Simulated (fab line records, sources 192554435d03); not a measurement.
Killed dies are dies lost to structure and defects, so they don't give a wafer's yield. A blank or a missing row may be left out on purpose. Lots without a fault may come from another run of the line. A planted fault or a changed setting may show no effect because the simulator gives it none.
fab line records | flow n5_finfet
record lots=10 wafers=30 last_day=17
route steps=1938 shown BEOL_M1@801 BEOL_M4@1111 PASSIVATION@1936
lots that met no fault: from a run of the same line without faults
start_h: hours from the record's first day to the start of the lot's first wafer shown | wait_h: hours since the lot's step before | " the same as in the row above | L1.1+2: a row that stands for several wafers | - no value, or no start given | * or withheld: withheld | < > ~ a bound
route shown NAME@n: a module of which the file shows steps, and the number in the route of the first | usual: mean/standard deviation of fault-free wafers | same: alike in all rows | chamber/n: place in a boat | sites: the reading at each site | _std_site: their standard deviation | _edge_site: outer sites' mean less inner sites' | radius_mm: how far each site lies from the wafer's centre | mask NAME#n: copy n | behind: the tool/chamber that last shaped the wafer | hold: why the lot was held/for how many hours/how that ended | device: the transistor (n, p or np) that didn't switch | end of line: the same wafers' tests at the end of the route | a step without rows: its recipe alone | killed: dies lost to structure and defects at the first sort, not the wafer's yield | map: a wafer's dies, x killed, . not, _ none there
set.NAME: the setting as run; set.NAME@STEP: as run at that earlier step | model.NAME: the simulator's own value behind a step, which no gauge read
steps of the route over a sample of lots; a table a step, a row a wafer
services: from which hour (start_h, from the record's first day; less than 0 if before it) a tool's chamber was out of use, for how many hours, and why
## steps
# step N5_BEOL_M1_ETCH_41
# recipe chemistry=CH3F/O2 target=SiCN target_depth_a=319 taper_deg=2 time_s=57.8 ion_energy_ev=120 mask_material=TiN pressure_mtorr=30 source_w=395 bias_w=75 Ar_flow_sccm=150 CH3F_flow_sccm=30 O2_flow_sccm=20
# usual drypump_motor_current_A=5.8/0.58 oes_product_au=0.80/0.094 rf_fwd_power_W=391.7/1.4 rf_vpp_V=297.1/1.4 showerhead_plenum_p_Torr=1.99/0.058 throttle_valve_pct=16.31/0.3
# columns lot.wafer tool chamber start_h wait_h drypump_motor_current_A oes_product_au rf_fwd_power_W rf_hours_counter_h rf_vpp_V showerhead_plenum_p_Torr throttle_valve_pct
L167.2 rie_diel-01 3 - - 6.3 0.90 392.7 43 296.4 1.97 16.21
L167.3 " 1 " " 5.2 0.72 392.3 195 297.5 1.97 16.58
L167.4 " 2 " " 6.1 1.02 392.7 2 297.3 1.95 15.77
L166.4 rie_diel-03 0 - - 5.0 0.87 392.6 - 297.6 2.02 15.80
L166.5 " 2 " " 5.5 0.70 392.6 - 295.3 1.91 16.57
L166.6 " 3 " " 6.2 0.73 393.9 - 298.1 2.08 16.38
L171.3 rie_diel-03 1 - - 5.3 0.77 390.6 164 297.4 2.01 16.22
L171.4 " 3 " " 6.3 0.72 392.6 197 299.4 2.08 16.39
L171.5 " 0 " " 5.0 0.86 392.0 - 298.1 2.02 15.82
L172.2 rie_diel-01 0 - - 4.8 0.90 393.4 41 297.5 2.03 16.07
L172.3 " 2 " " 6.1 0.99 392.1 12 296.9 1.95 15.77
L172.5 " 0 " " 4.7 0.90 390.9 - 298.3 2.03 16.08
L173.3 rie_diel-01 3 - - 6.4 0.87 392.3 54 294.8 1.97 16.23
L173.4 " 2 " " 6.1 0.98 391.6 13 297.1 1.94 15.79
L173.5 " 1 " " 5.2 0.71 391.4 - 297.7 1.96 16.59
L175.2 rie_diel-04 1 - - 6.5 0.79 392.0 106 297.1 2.03 16.38
L175.3 " 2 " " 5.7 0.88 391.3 22 297.0 2.07 16.42
L175.6 " 0 " " 5.7 0.66 391.9 - 297.1 2.05 16.92
L178.1 rie_diel-03 1 - - 5.3 0.74 387.5 178 298.0 2.00 16.25
L178.5 " 0 " " 5.0 0.85 393.3 - 297.0 2.01 15.85
L178.6 " 1 " " 5.3 0.76 388.5 - 296.7 2.00 16.25
L181.2 rie_diel-04 1 - - 6.6 0.78 392.4 118 296.8 2.02 16.40
L181.3 " 2 " " 5.7 0.85 393.0 33 297.9 2.06 16.44
L181.5 " 1 " " 6.6 0.77 391.9 - 295.9 2.02 16.40
L180.1 rie_diel-01 1 - - 5.2 0.69 390.7 221 296.7 1.96 16.61
L180.4 " 3 " " 6.4 0.85 393.2 68 296.1 1.96 16.25
L180.5 " 2 " " 6.1 0.94 391.6 - 295.7 1.94 15.80
L185.1 rie_diel-04 2 - - 5.7 0.85 393.5 44 297.1 2.06 16.46
L185.5 " 0 " " 5.7 0.94 393.0 - 298.4 2.04 16.46
L185.6 " 1 " " 6.5 0.77 394.4 - 297.0 2.02 16.42
# step N5_BEOL_M1_ALD_84
# recipe material=TaN target_thk_a=* temp_c=275 ald_precursor_family=PDMAT ald_co_reactant=NH3 pressure_torr=3 carrier_flow_sccm=1500 pulse_time_s=2 purge_time_s=3 co_reactant_purge_time_s=2 co_reactant_pulse_time_s=3 ald_cycles=30 precursor_vessel_temp_c=75 precursor_vessel_pressure_torr=26.25 precursor_vessel_carrier_sccm=1000
# usual chamber_pressure_Torr=3.001/0.0058 heater_power_w=408/37
# columns lot.wafer tool chamber start_h wait_h chamber_pressure_Torr heater_power_w
L166.4 ald_metal-04 2 138.11 0.0 3.004 382
L166.5 " 0 " " 3.000 428
L166.6 " 1 " " 3.002 463
L167.2 ald_metal-01 2 138.17 0.0 2.988 509
L167.3 " 1 " " 2.998 379
L167.4 " 0 " " 2.997 403
L171.3 ald_metal-04 0 162.70 0.1 2.997 435
L171.4 " 2 " " 2.996 372
L171.5 " 1 " " 2.994 452
L172.2 ald_metal-04 2 168.83 0.0 2.996 380
L172.3 " 1 " " 2.992 458
L172.5 " 2 " " 3.001 386
L173.3 ald_metal-02 1 172.02 0.2 2.997 425
L173.4 " 2 " " 3.008 406
L173.5 " 3 " " 3.009 355
L175.2 ald_metal-01 0 184.96 0.0 2.991 403
L175.3 " 2 " " 3.009 499
L175.6 " 0 " " 2.999 395
L178.1 ald_metal-02 0 208.51 0.0 3.009 404
L178.5 " 3 " " 2.992 362
L178.6 " 0 " " 3.003 398
L181.2 ald_metal-04 1 219.57 0.0 3.000 461
L181.3 " 3 " " 2.999 373
L181.5 " 2 " " 3.006 380
L180.1 ald_metal-01 2 219.83 0.0 3.004 498
L180.4 " 0 " " 3.010 394
L180.5 " 1 " " 3.004 382
L185.1 ald_metal-02 1 247.43 0.0 3.004 429
L185.5 " 1 " " 3.012 435
L185.6 " 0 " " 3.006 416
# step N5_BEOL_M1_CVD_47
# recipe material=Co target_thk_a=30 temp_c=withheld precursor=CCTBA/H2 pressure_torr=30 time_s=223.8
# usual chamber_pressure_Torr=29.99/0.06 run_length_s=246.8/0.66
# columns lot.wafer tool chamber start_h wait_h chamber_pressure_Torr run_length_s
L166.4 cvd_co-01 1 138.55 0.1 30.10 246.7
L166.5 " 2 " " 30.02 247.7
L166.6 " 0 " " 30.05 246.2
L167.2 cvd_co-01 0 138.62 0.1 29.96 245.7
L167.3 " 1 " " 30.01 246.8
L167.4 " 1 " " 29.89 246.8
L171.3 cvd_co-02 2 163.06 0.0 29.83 247.1
L171.4 " 2 " " 29.90 247.5
L171.5 " 0 " " 30.01 246.0
L172.2 cvd_co-01 1 169.24 0.1 30.00 247.4
L172.3 " 2 " " 30.04 247.2
L172.5 " 2 " " 30.01 247.2
L173.3 cvd_co-01 1 172.40 0.1 29.98 246.8
L173.4 " 2 " " 29.93 247.9
L173.5 " 1 " " 29.92 246.6
L175.2 cvd_co-01 1 185.50 0.1 29.97 247.2
L175.3 " 0 " " 29.94 245.8
L175.6 " 2 " " 29.97 247.4
L178.1 cvd_co-02 0 208.88 0.0 29.93 246.7
L178.5 " 1 " " 30.00 247.3
L178.6 " 2 " " 29.95 247.3
L181.2 cvd_co-01 0 219.92 0.1 29.97 245.7
L181.3 " 1 " " 30.03 409.8
L181.5 " 1 " " 29.98 409.2
L180.1 cvd_co-02 0 220.22 0.0 29.99 245.7
L180.4 " 2 " " 29.93 246.9
L180.5 " 0 " " 29.94 245.7
L185.1 cvd_co-01 0 247.98 0.1 30.00 245.7
L185.5 " 1 " " 30.09 409.4
L185.6 " 0 " " 29.91 245.9
# step N5_BEOL_M1_ANNEAL_49
# recipe temp_c=400 time_s=240 ambient=vacuum
# usual heater_power_w=855/74
# columns lot.wafer tool chamber start_h wait_h heater_power_w
L166.4 pvd_sputter-02 - 138.77 0.0 890
L166.5 " - " " 840
L166.6 " - " " 916
L167.2 pvd_sputter-01 - 138.89 0.0 837
L167.3 " - " " 800
L167.4 " - " " 819
L171.3 pvd_sputter-01 - 163.32 0.0 813
L171.4 " - " " 750
L171.5 " - " " 848
L172.2 pvd_sputter-01 - 169.48 0.0 814
L172.3 " - " " 825
L172.5 " - " " 814
L173.3 pvd_sputter-03 - 172.69 0.0 799
L173.4 " - " " 822
L173.5 " - " " 805
L175.2 pvd_sputter-03 - 185.81 0.0 818
L175.3 " - " " 806
L175.6 " - " " 805
L178.1 pvd_sputter-02 - 210.47 0.0 832
L178.5 " - " " 1008
L178.6 " - " " 862
L181.2 pvd_sputter-01 - 220.28 0.0 834
L181.3 " - " " 816
L181.5 " - " " 775
L180.1 pvd_sputter-02 - 220.76 0.0 840
L180.4 " - " " 1020
L180.5 " - " " 1055
L185.1 pvd_sputter-02 - 248.36 0.0 1051
L185.5 " - " " 841
L185.6 " - " " 915
# step N5_BEOL_M4_RC_MEAS_101
# usual DIBL_N=35.9/1.7 DIBL_P=36.0/2.2 IOFF_N=0.16/0.031 IOFF_P=0.21/0.039 ION_N=678/13 ION_P=464/8.8 SS_N=71.5/0.61 SS_P=73.2/0.68 VT_N=249/3.3 VT_P=-250/3.8
# columns lot.wafer tool chamber start_h wait_h DIBL_N[mV/V] DIBL_P[mV/V] IOFF_N[nA/um] IOFF_P[nA/um] ION_N[uA/um] ION_P[uA/um] SS_N[mV/dec] SS_P[mV/dec] VT_N[mV] VT_P[mV]
L166.4 prober-01 0 175.67 0.5 38.4 37.7 0.21 0.26 695 470 71.6 73.7 243 -247
L166.5 " 0 " " 39.0 39.2 0.23 0.27 705 480 72.3 74.5 245 -246
L166.6 " 0 " " 37.1 36.2 0.19 0.24 686 473 71.4 73.2 244 -247
L167.2 prober-01 0 178.07 0.2 37.3 35.9 0.17 0.20 686 466 71.5 74.4 247 -252
L167.3 " 0 " " 33.9 31.8 0.12 0.15 675 462 70.2 72.8 250 -253
L167.4 " 0 " " 34.0 30.5 0.12 0.14 663 451 71.4 72.5 251 -256
L171.3 prober-02 0 200.27 0.3 35.9 34.8 0.14 0.15 653 442 72.2 73.3 250 -258
L171.4 " 0 " " 36.2 35.7 0.15 0.16 671 450 72.3 73.6 251 -258
L171.5 " 0 " " 34.6 33.4 0.13 0.14 675 454 71.5 72.5 252 -259
L172.2 prober-01 0 208.97 0.2 34.3 35.4 0.15 0.19 688 478 71.3 73.7 247 -252
L172.3 " 0 " " 37.9 38.9 0.21 0.26 702 479 72.8 74.1 243 -248
L172.5 " 0 " " 34.6 34.2 0.14 0.18 678 462 71.8 72.8 249 -253
L173.3 prober-01 0 217.54 0.3 38.3 38.9 0.19 0.23 684 459 71.8 74.7 250 -252
L173.4 " 0 " " 39.5 39.3 0.22 0.24 681 459 72.5 74.4 247 -253
L173.5 " 0 " " 38.3 38.3 0.18 0.22 672 453 71.8 73.9 249 -253
L175.2 prober-01 0 226.65 0.2 34.1 34.7 0.13 0.17 665 454 71.1 72.4 252 -252
L175.3 " 0 " " 36.3 36.6 0.16 0.19 679 457 71.4 72.9 248 -251
L175.6 " 0 " " 34.5 34.4 0.13 0.16 664 451 71.0 72.5 251 -254
L178.1 prober-02 0 250.16 0.0 34.5 35.4 0.15 0.22 668 462 70.2 73.0 250 -247
L178.5 " 0 " " 34.2 35.6 0.15 0.23 682 470 71.2 72.5 249 -244
L178.6 " 0 " " 35.3 35.0 0.14 0.21 659 455 71.0 73.0 253 -251
L181.2 prober-02 0 258.04 0.2 33.4 31.9 0.11 0.15 670 459 70.5 72.1 253 -255
L181.3 " 0 " " 37.4 36.7 0.17 0.22 683 471 72.4 73.4 249 -250
L181.5 " 0 " " 36.6 35.8 0.16 0.20 681 467 71.8 72.9 250 -251
L180.1 prober-01 0 264.98 0.0 34.8 33.8 0.13 0.19 678 469 70.6 72.3 251 -251
L180.4 " 0 " " 36.3 36.5 0.17 0.23 688 479 70.9 73.8 244 -247
L180.5 " 0 " " 37.8 39.0 0.20 0.27 707 486 72.1 74.2 245 -245
L185.1 prober-02 0 285.06 0.0 34.2 33.5 0.12 0.15 660 455 70.2 72.6 254 -254
L185.5 " 0 " " 32.8 31.1 0.10 0.13 657 450 71.3 72.6 257 -257
L185.6 " 0 " " 36.7 37.7 0.16 0.21 677 460 71.0 73.4 249 -254
# step N5_PASSIVATION_PROBE_49
# usual defect_limited_yield=90.9/1.5 killed_at_M0_to_M3=36/10 killed_at_M4_up=13/5.5 killed_at_contacts=12/5.6 killed_at_front_end=42/12 killed_at_other=4/3.2 killed_dies=108/18 killed_open=71/13 killed_short=34/7.8 sort_bin_5_function=5.4/1 sort_bin_6_memory=3.4/0.68 sort_bin_8_speed=0.00/0.0071 sort_n_pass=1072/18 sort_yield_pct=90.9/1.5
# same gross_dies=1180 killed_at_back_side=0 sort_bin_4_leakage[%]=0
# columns lot.wafer tool chamber start_h wait_h defect_limited_yield[%] killed_at_M0_to_M3 killed_at_M4_up killed_at_contacts killed_at_front_end killed_at_other killed_dies killed_open killed_short sort_bin_5_function[%] sort_bin_6_memory[%] sort_bin_8_speed[%] sort_n_pass sort_yield_pct[%]
L172.2 prober-01 - 313.49 0.1 89.6 36 28 13 46 0 123 79 41 5.1 4.7 0 1057 89.6
L172.3 prober-01 - 313.54 0.1 88.2 46 23 17 52 1 139 94 44 7.2 4.4 0 1041 88.2
L172.5 prober-01 - 313.64 0.2 91.8 39 18 12 28 0 97 62 30 4.9 2.7 0 1083 91.8
# killed by level:class
L172.2 STI_FIN_REVEAL:geometric_particle:open=16 BEOL_M4:geometric_particle:open=16 MOL_CONTACT_COAG:geometric_particle:open=10 BEOL_M0_SAQP:geometric_particle:short=9 BEOL_M0_SAQP:geometric_particle:open=6 BEOL_M1:geometric_particle:open=6 BEOL_M3:geometric_particle:open=6 FIN_SAQP:geometric_particle:short=5
L172.3 BEOL_M0_SAQP:geometric_particle:short=16 MOL_CONTACT_COAG:geometric_particle:open=15 STI_FIN_REVEAL:geometric_particle:open=14 BEOL_M0_SAQP:geometric_particle:open=11 BEOL_M4:geometric_particle:open=9 GATE_CUT:geometric_particle:short=8 BEOL_M2:geometric_particle:open=7 FIN_SAQP:geometric_particle:open=6
L172.5 BEOL_M0_SAQP:geometric_particle:short=12 MOL_CONTACT_COAG:geometric_particle:open=9 BEOL_M4:geometric_particle:open=9 BEOL_M0_SAQP:geometric_particle:open=8 BEOL_M2:geometric_particle:open=7 BEOL_M3:geometric_particle:open=6 FIN_SAQP:geometric_particle:short=5 GATE_CUT:geometric_particle:open=5
## services
# columns tool chamber start_h hours kind
cvd_co-01 1 114.67 - clean
cvd_co-01 1 114.67 22.0 scheduled_down
cvd_co-01 1 114.67 22.0 vent_cycle
ald_metal-01 3 115.70 279.0 repair
ald_metal-02 2 118.15 5.5 repair
ald_metal-04 1 121.29 10.6 repair
rie_diel-04 1 129.49 9.0 repair
rie_diel-04 0 130.52 10.4 repair
ald_metal-04 - 138.31 2.8 pm
rie_diel-04 1 139.52 4.0 repair
cvd_co-02 - 145.64 0.6 repair
ald_metal-01 - 147.30 0.9 repair
ald_metal-01 2 189.20 28.2 repair
rie_diel-04 0 197.34 - clean
rie_diel-04 0 197.34 - consumable_replace:focus_ring
ald_metal-02 - 199.93 1.4 repair
ald_metal-01 - 203.70 0.3 repair
ald_metal-04 - 218.32 1.2 pm
rie_diel-04 1 221.30 13.8 repair
ald_metal-02 - 229.87 1.3 repair
cvd_co-01 2 231.54 18.0 repair
ald_metal-02 1 236.96 4.1 repair
rie_diel-01 1 240.27 4.0 repair
ald_metal-04 1 244.04 - calibration
## key
first_sign step=N5_BEOL_M1_CVD_47 reading=run_length_s direction=up sigmas=99+ usual=* struck=*
effect none on later readings
met_at N5_BEOL_M1_CVD_47
struck_lots L181,L185
struck_wafers L181.3,L181.5,L185.5
not_acting_at N5_BEOL_M1_ETCH_41,N5_BEOL_M1_ALD_84,N5_BEOL_M1_ANNEAL_49
onset_between 185.50 219.92
fault kind=process_parameter_drift tool=cvd_co-01 chamber=1 onset_h=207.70 steps=N5_BEOL_M1_CVD_47 channel=time_s offset=* shape=step end_h=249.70 acts_in=* stated=*
